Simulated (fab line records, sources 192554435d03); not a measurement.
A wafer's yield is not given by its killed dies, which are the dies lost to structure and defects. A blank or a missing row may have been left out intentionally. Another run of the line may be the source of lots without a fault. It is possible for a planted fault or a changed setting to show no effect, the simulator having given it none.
Chamber matching ; flow n5 finfet ; 4 sister chambers for N5_STI_FIN_REVEAL_CMP_04 on cmp-04
The step polishes, stops on Si3N4, t overpolish 4 s, target thk 131.83 nm. 4 wafers are shown with their chamber, then 8 later ones without.

== WAFERS PAIRED WITH THEIR CHAMBERS ==
wafer;chamber;motor current A (A)
L076.3;2;10.0
L088.5;3;7.5
L091.3;0;7.7
L094.1;1;9.8

== WAFERS WITH NO CHAMBER GIVEN ==
wafer;motor current A (A)
L094.4;8.2
L094.5;7.8
L095.1;7.6
L095.4;9.6
L095.6;9.6
L096.3;7.7
L096.5;7.3
L096.6;10.0

== WHICH CHAMBER EACH WENT THROUGH ==
wafer;from the rows above;in truth
L094.4;can't be placed: 0 or 3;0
L094.5;can't be placed: 0 or 3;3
L095.1;can't be placed: 3 or 0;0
L095.4;can't be placed: 1 or 2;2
L095.6;can't be placed: 1 or 2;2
L096.3;can't be placed: 0 or 3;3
L096.5;can't be placed: 3 or 0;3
L096.6;can't be placed: 2 or 1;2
Correctly placed: 0 of 8. Can't be placed from these rows: 8 (the true chamber is among the candidates in 8). 0 placed wrongly.
How it was worked out, from the rows above alone: a wafer's distance from a chamber is the root of the sum, over the readings, of the square of ((its reading less the chamber's mean) divided by the reading's scatter). The wafer belongs to the nearest chamber; if the next one is less than 2 further off, it can't be placed. For every chamber, the mean is computed from those of its wafers that are shown. The scatter: with one shown wafer a chamber, the root of the mean of the squares of how far each hidden wafer lies from its nearest shown one.
